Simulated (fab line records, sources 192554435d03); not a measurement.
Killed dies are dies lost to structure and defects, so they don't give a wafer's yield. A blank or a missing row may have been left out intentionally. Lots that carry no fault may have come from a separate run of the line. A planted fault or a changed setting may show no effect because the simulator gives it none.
Which tool did it?	flow n5 finfet	24 lots with 72 wafers sampled at 6 steps, on a route of 1938 steps

## WHAT THE GAUGES SHOWED, per wafer
N5_HKMG_FIN_INSPECT_61: inspects for defects (macro). Usual: 2.1 for raw defect count, sd 1.3.
lot	measured	on	raw defect count	flag
L074	day 4 02:28	defect inspect-02	2 4 0	
L075	day 4 04:35	defect inspect-02	3 1 2	
L076	day 4 11:33	defect inspect-02	0 3 3	
L077	day 4 17:14	defect inspect-02	1 3 4	
L078	day 5 00:05	defect inspect-01	2 3 2	
L079	day 5 07:01	defect inspect-01	1 1 1	
L080	day 5 14:31	defect inspect-01	2 2 3	
L081	day 5 18:00	defect inspect-02	1 3 2	
L082	day 5 21:20	defect inspect-01	2 5 3	
L083	day 6 03:43	defect inspect-02	1 3 4	
L084	day 6 11:09	defect inspect-02	2 1 1	
L085	day 6 20:46	defect inspect-02	0 3 1	
L086	day 7 03:55	defect inspect-02	2 0 4	
L088	day 7 13:27	defect inspect-02	3 0 3	
L087	day 7 13:29	defect inspect-02	1 3 2	
L089	day 8 02:20	defect inspect-02	1 1 2	
L090	day 8 08:41	defect inspect-02	3 5 5	
L091	day 8 12:29	defect inspect-02	3 3 2	
L092	day 8 17:26	defect inspect-02	0 2 2	
L093	day 8 20:13	defect inspect-02	3 4 0	
L094	day 9 04:15	defect inspect-02	1 4 2	
L095	day 9 06:52	defect inspect-01	4 2 2	
L096	day 9 17:13	defect inspect-02	2 3 2	
L097	day 9 19:08	defect inspect-01	1 2 1	

N5_GATE_CUT_INSPECT_15: inspects for defects (brightfield). Usual: 119 for raw defect count, sd 33.
lot	measured	on	raw defect count	flag
L074	day 4 14:10	defect inspect-01	92 104 76	
L075	day 4 16:22	defect inspect-01	163 140 103	
L076	day 4 23:04	defect inspect-01	150 80 149	
L077	day 5 05:58	defect inspect-01	113 106 70	
L078	day 5 12:06	defect inspect-01	84 112 115	
L079	day 5 18:40	defect inspect-01	101 171 133	
L080	day 6 02:29	defect inspect-01	178 144 147	
L081	day 6 05:35	defect inspect-02	109 113 97	
L082	day 6 08:55	defect inspect-01	135 93 125	
L083	day 6 15:29	defect inspect-02	99 118 143	
L084	day 6 22:46	defect inspect-01	81 80 108	
L085	day 7 08:29	defect inspect-02	79 78 91	
L086	day 7 16:01	defect inspect-01	146 175 152	
L088	day 8 00:56	defect inspect-01	133 137 115	
L087	day 8 01:53	defect inspect-02	80 111 104	
L089	day 8 13:59	defect inspect-02	104 135 87	
L090	day 8 20:56	defect inspect-01	160 109 82	
L091	day 9 00:32	defect inspect-02	98 157 97	
L092	day 9 05:05	defect inspect-02	114 106 135	
L093	day 9 07:43	defect inspect-01	115 142 118	
L094	day 9 16:31	defect inspect-02	189 140 152	
L095	day 9 18:50	defect inspect-02	88 184 151	
L096	day 10 06:23	defect inspect-02	113 88 181	
L097	day 10 07:19	defect inspect-02	95 102 186	

## WHAT TOOL EACH LOT RAN ON (gives the tool, then ch and the chambers of the sampled wafers, and finally the start)
lot	N5_HKMG_FIN_STRIP_57	N5_HKMG_FIN_ETCH_35	N5_GATE_CUT_ETCH_58	N5_GATE_CUT_PECVD_57
L074	rie diel-01 ch 1,2,3, day 4 02:53	rie diel-05 ch 0,1, day 4 06:21	rie diel-03 ch 0,1,2, day 4 10:50	pecvd-03 ch 1,2, day 4 13:20
L075	rie diel-05 ch 1,3, day 4 04:54	rie diel-05 ch 2,3, day 4 08:19	rie diel-02 ch 0,1,2, day 4 12:55	pecvd-03 ch 0,1, day 4 15:26
L076	rie diel-05 ch 0,1,3, day 4 11:52	rie diel-05 ch 2,3, day 4 15:19	rie diel-02 ch 1,2, day 4 19:43	pecvd-01 ch 0,1, day 4 22:14
L077	rie diel-05 ch 0,2,3, day 4 17:33	rie diel-05 ch 0,1,3, day 4 21:22	rie diel-03 ch 0,2,3, day 5 01:47	pecvd-03 ch 0,1, day 5 05:01
L078	rie diel-01 ch 0,1,3, day 5 00:47	rie diel-04 ch 0,1,2, day 5 04:15	rie diel-02 ch 0,1,3, day 5 08:46	pecvd-03 ch 0,2, day 5 11:16
L079	rie diel-01 ch 2,3, day 5 07:22	rie diel-05 ch 1,2, day 5 10:50	rie diel-02 ch 1,2,3, day 5 15:19	pecvd-01 ch 1,2, day 5 17:50
L080	rie diel-05 ch 2,3, day 5 14:50	rie diel-01 ch 0,2,3, day 5 18:20	rie diel-03 ch 0,1,3, day 5 22:44	pecvd-04 ch 0,1, day 6 01:21
L081	rie diel-05 ch 0,1,2, day 5 18:19	rie diel-01 ch 1,3, day 5 21:40	rie diel-03 ch 0,2,3, day 6 02:14	pecvd-03 ch 0,2, day 6 04:46
L082	rie diel-05 ch 0,1,3, day 5 21:39	rie diel-05 ch 0,2,3, day 6 01:08	rie diel-06 ch 0,1,2, day 6 05:34	pecvd-01 ch 0,1,2, day 6 08:05
L083	rie diel-01 ch 0,2,3, day 6 04:02	rie diel-05 ch 2,3, day 6 07:32	rie diel-03 ch 0,1, day 6 12:02	pecvd-03 ch 1,2, day 6 14:40
L084	rie diel-01 ch 1,2,3, day 6 11:28	rie diel-01 ch 0,1,2, day 6 14:56	rie diel-02 ch 0,2,3, day 6 19:24	pecvd-04 ch 0,1, day 6 21:56
L085	rie diel-04 ch 1,2,3, day 6 21:12	rie diel-01 ch 0,1,2, day 7 00:34	rie diel-02 ch 1,2,3, day 7 04:59	pecvd-04 ch 1,2, day 7 07:29
L086	rie diel-04 ch 1,2, day 7 04:16	rie diel-01 ch 0,3, day 7 08:07	rie diel-02 ch 0,3, day 7 12:41	pecvd-04 ch 0,1,2, day 7 15:11
L088	rie diel-04 ch 2,3, day 7 13:46	rie diel-01 ch 1,2, day 7 17:10	rie diel-03 ch 2,3, day 7 21:35	pecvd-03 ch 0,2, day 8 00:07
L087	rie diel-05 ch 0,2,3, day 7 14:11	rie diel-04 ch 0,1,2, day 7 17:46	rie diel-03 ch 1,2,3, day 7 22:19	pecvd-03 ch 0,2, day 8 00:56
L089	rie diel-04 ch 0,2, day 8 02:41	rie diel-05 ch 0,2,3, day 8 06:12	rie diel-06 ch 0,1, day 8 10:39	pecvd-03 ch 0,2, day 8 13:10
L090	rie diel-01 ch 0,2,3, day 8 09:00	rie diel-04 ch 0,1,2, day 8 12:32	rie diel-03 ch 0,1,3, day 8 17:09	pecvd-01 ch 0,2, day 8 19:59
L091	rie diel-05 ch 0,1,2, day 8 13:07	rie diel-01 ch 1,2,3, day 8 16:23	rie diel-03 ch 2,3, day 8 21:11	pecvd-04 ch 0,1, day 8 23:42
L092	rie diel-01 ch 0,2,3, day 8 17:48	rie diel-01 ch 0,2, day 8 21:18	rie diel-06 ch 1,2,3, day 9 01:44	pecvd-03 ch 0,2, day 9 04:14
L093	rie diel-04 ch 0,2, day 8 20:31	rie diel-05 ch 0,1,3, day 8 23:52	rie diel-02 ch 0,2,3, day 9 04:22	pecvd-01 ch 0,1, day 9 06:53
L094	rie diel-05 ch 1,2, day 9 04:34	rie diel-04 ch 2,3, day 9 08:17	rie diel-02 ch 2,3, day 9 12:58	pecvd-03 ch 1,2, day 9 15:41
L095	rie diel-01 ch 0,1, day 9 07:11	rie diel-04 ch 2,3, day 9 10:56	rie diel-03 ch 1,2,3, day 9 15:30	pecvd-03 ch 0,1,2, day 9 18:01
L096	rie diel-04 ch 0,3, day 9 17:31	rie diel-04 ch 0,3, day 9 22:20	rie diel-03 ch 1,2, day 10 02:45	pecvd-01 ch 1,2, day 10 05:23
L097	rie diel-05 ch 0,1, day 9 19:40	rie diel-04 ch 0,1,3, day 9 23:25	rie diel-02 ch 0,2,3, day 10 03:50	pecvd-04 ch 0,1,2, day 10 06:20
- N5_HKMG_FIN_STRIP_57: strips in CF4.
- N5_HKMG_FIN_ETCH_35: etches SOC in N2/H2, target depth 215.8 nm, time 243.4 s.
- N5_GATE_CUT_ETCH_58: etches SiNx in CH3F/O2, target depth 17 nm, time 128.6 s.
- N5_GATE_CUT_PECVD_57: deposits SiNx from SiH4/NH3/N2, target thk 21 nm.

## AS READ BY THE TOOLS THEMSELVES (means over the sampled wafers that have a number; for cases with no such wafer, the mark the record gives instead)
N5_HKMG_FIN_STRIP_57. Usual: bias power w 75.02 W, standard deviation 0.21; drypump motor current A 5.5 A, standard deviation 0.37; oes product au 0.78 a.u., standard deviation 0.084; rf vpp V 270.8 V, standard deviation 1.6; showerhead plenum p Torr 1.77 Torr, standard deviation 0.062; throttle valve pct 13.60 %, standard deviation 0.28.
lot	tool	bias power w (W)	drypump motor current A (A)	oes product au (a.u.)	rf vpp V (V)	showerhead plenum p Torr (Torr)	throttle valve pct (%)	flag
L074	rie diel-01	74.99	5.5	0.80	272.1	1.82	13.50	
L075	rie diel-05	74.88	5.4	0.80	271.3	1.79	13.38	
L076	rie diel-05	75.04	5.2	0.76	270.6	1.79	13.61	
L077	rie diel-05	74.97	5.2	0.74	269.7	1.76	13.81	
L078	rie diel-01	75.20	5.7	0.82	271.6	1.81	13.50	
L079	rie diel-01	74.96	5.7	0.77	271.9	1.84	13.55	
L080	rie diel-05	75.27	5.5	0.76	270.4	1.73	13.84	
L081	rie diel-05	74.67	5.4	0.78	269.5	1.72	13.65	
L082	rie diel-05	74.90	5.1	0.75	269.8	1.78	13.63	
L083	rie diel-01	75.06	5.8	0.84	271.7	1.81	13.44	
L084	rie diel-01	75.23	5.5	0.77	271.7	1.81	13.54	
L085	rie diel-04	75.07	5.5	0.69	271.5	1.78	13.72	
L086	rie diel-04	74.86	5.6	0.70	270.7	1.73	13.76	
L088	rie diel-04	75.00	5.5	0.69	271.6	1.84	13.84	
L087	rie diel-05	74.96	5.2	0.72	269.4	1.76	13.87	
L089	rie diel-04	75.09	5.8	0.77	272.3	1.83	13.70	
L090	rie diel-01	75.01	5.8	0.81	271.6	1.81	13.48	
L091	rie diel-05	75.22	5.4	0.76	269.2	1.71	13.72	
L092	rie diel-01	75.12	5.8	0.81	271.0	1.81	13.49	
L093	rie diel-04	75.14	5.9	0.84	271.9	1.82	13.42	
L094	rie diel-05	75.09	5.7	0.77	268.9	1.69	13.74	
L095	rie diel-01	75.28	5.7	0.84	270.5	1.77	13.47	
L096	rie diel-04	75.12	5.3	0.89	271.7	1.82	13.02	
L097	rie diel-05	74.83	5.3	0.76	270.0	1.74	13.54	

N5_HKMG_FIN_ETCH_35. Usual: drypump motor current A 5.5 A, standard deviation 0.37; oes product au 0.80 a.u., standard deviation 0.094; rf vpp V 141.5 V, standard deviation 1; showerhead plenum p Torr 2.53 Torr, standard deviation 0.092; throttle valve pct 17.81 %, standard deviation 0.28.
lot	tool	drypump motor current A (A)	oes product au (a.u.)	rf vpp V (V)	showerhead plenum p Torr (Torr)	throttle valve pct (%)	flag
L074	rie diel-05	5.4	0.80	140.5	2.48	17.72	
L075	rie diel-05	5.5	0.80	141.0	2.45	18.11	
L076	rie diel-05	5.5	0.80	141.1	2.45	18.11	
L077	rie diel-05	5.2	0.77	141.2	2.52	17.78	
L078	rie diel-04	5.8	0.69	141.4	2.54	17.93	
L079	rie diel-05	5.6	0.81	139.9	2.44	17.84	
L080	rie diel-01	5.8	0.86	142.4	2.56	17.68	
L081	rie diel-01	5.4	0.74	141.7	2.58	17.91	
L082	rie diel-05	5.2	0.76	141.4	2.47	18.04	
L083	rie diel-05	5.5	0.78	141.1	2.44	18.15	
L084	rie diel-01	5.5	0.84	141.1	2.53	17.65	
L085	rie diel-01	5.5	0.85	142.1	2.53	17.66	
L086	rie diel-01	6.0	0.84	140.5	2.53	17.68	
L088	rie diel-01	5.3	0.79	141.5	2.55	17.78	
L087	rie diel-04	5.8	0.78	141.3	2.53	17.85	
L089	rie diel-05	5.2	0.74	141.3	2.47	18.08	
L090	rie diel-04	5.8	0.76	141.8	2.53	17.85	
L091	rie diel-01	5.5	0.76	142.0	2.58	17.85	
L092	rie diel-01	5.6	0.86	142.3	2.53	17.58	
L093	rie diel-05	5.1	0.73	142.3	2.50	17.84	
L094	rie diel-04	5.5	0.77	141.6	2.59	17.81	
L095	rie diel-04	5.5	0.78	141.7	2.59	17.80	
L096	rie diel-04	5.3	0.92	141.9	2.61	17.43	
L097	rie diel-04	5.6	0.94	142.0	2.65	17.54	

N5_GATE_CUT_ETCH_58. Usual: CH3F_flow_sccm 30.01 sccm, standard deviation 0.091; drypump motor current A 6.0 A, standard deviation 0.45; oes product au 0.79 a.u., standard deviation 0.1; rf vpp V 99.1 V, standard deviation 0.91; showerhead plenum p Torr 2.00 Torr, standard deviation 0.059; throttle valve pct 16.29 %, standard deviation 0.27.
lot	tool	CH3F_flow_sccm (sccm)	drypump motor current A (A)	oes product au (a.u.)	rf vpp V (V)	showerhead plenum p Torr (Torr)	throttle valve pct (%)	flag
L074	rie diel-03	30.08	6.2	0.71	98.8	1.98	16.42	
L075	rie diel-02	30.10	6.3	0.75	100.1	2.03	16.29	
L076	rie diel-02	29.96	6.3	0.74	98.2	1.99	16.46	
L077	rie diel-03	30.00	6.2	0.69	99.3	2.03	16.42	
L078	rie diel-02	29.95	6.1	0.80	99.3	2.02	16.08	
L079	rie diel-02	30.01	6.0	0.81	99.2	1.99	16.26	
L080	rie diel-03	30.04	5.9	0.72	98.2	1.98	16.41	
L081	rie diel-03	30.02	6.2	0.68	99.9	2.03	16.42	
L082	rie diel-06	30.06	5.6	0.77	100.2	2.00	16.48	
L083	rie diel-03	30.00	5.9	0.74	99.5	1.93	16.43	
L084	rie diel-02	30.02	5.9	0.75	98.4	2.00	16.32	
L085	rie diel-02	30.02	6.0	0.79	99.0	1.98	16.29	
L086	rie diel-02	30.04	5.9	0.74	99.4	2.04	16.16	
L088	rie diel-03	30.01	6.3	0.86	99.5	2.05	16.20	
L087	rie diel-03	29.94	6.0	0.81	98.7	2.01	16.37	
L089	rie diel-06	30.02	5.9	0.87	99.0	2.01	16.35	
L090	rie diel-03	30.05	5.9	0.80	99.7	1.97	16.27	
L091	rie diel-03	30.09	6.0	0.76	99.3	2.06	16.38	
L092	rie diel-06	30.03	5.4	0.85	98.6	2.02	16.22	
L093	rie diel-02	30.00	5.9	0.84	99.0	2.00	16.18	
L094	rie diel-02	29.91	5.5	0.88	99.0	1.96	16.15	
L095	rie diel-03	29.99	6.0	0.78	99.1	2.00	16.40	
L096	rie diel-03	29.95	6.0	0.80	98.4	1.95	16.42	
L097	rie diel-02	30.16	5.9	0.82	99.3	2.00	16.20	

N5_GATE_CUT_PECVD_57. Usual: heater power w 744 W, standard deviation 65; showerhead plenum p Torr 5.13 Torr, standard deviation 0.077; throttle valve pct 40.4 %, standard deviation 2.3.
lot	tool	heater power w (W)	showerhead plenum p Torr (Torr)	throttle valve pct (%)	flag
L074	pecvd-03	750	5.12	39.4	
L075	pecvd-03	719	5.06	41.2	
L076	pecvd-01	694	5.20	39.0	
L077	pecvd-03	753	5.06	41.5	
L078	pecvd-03	728	5.19	40.0	
L079	pecvd-01	685	5.13	38.9	
L080	pecvd-04	815	5.12	42.7	
L081	pecvd-03	811	5.12	42.2	
L082	pecvd-01	695	5.17	38.6	
L083	pecvd-03	778	5.18	38.8	
L084	pecvd-04	803	5.11	42.9	
L085	pecvd-04	721	5.17	40.6	
L086	pecvd-04	738	5.11	41.1	
L088	pecvd-03	802	5.12	42.2	
L087	pecvd-03	779	5.18	40.3	
L089	pecvd-03	833	5.11	42.1	
L090	pecvd-01	638	5.13	38.6	
L091	pecvd-04	802	5.16	42.4	
L092	pecvd-03	789	5.18	40.5	
L093	pecvd-01	697	5.20	38.9	
L094	pecvd-03	768	5.12	39.5	
L095	pecvd-03	761	5.12	40.9	
L096	pecvd-01	705	5.17	39.3	
L097	pecvd-04	729	5.12	41.1	

## THE ANSWER, worked out from the rows above alone
Rule: lot off if the mean of its wafers having a number is beyond 3 standard deviations from the usual mean. A lot without any number at a reading at which 4 lots or more have one is off too. The other lots that the step has rows for count as sound. The gauges are gone through in route order, then the tools' own readings, and for those a lot's mean is taken as printed above. At the first step where some lot is off, the reading lying furthest off is the one used; lots without a number count as furthest.
None of the lots is off at any reading shown; this tells nothing.

## WHAT HAD BEEN PUT IN BY THE SIMULATOR
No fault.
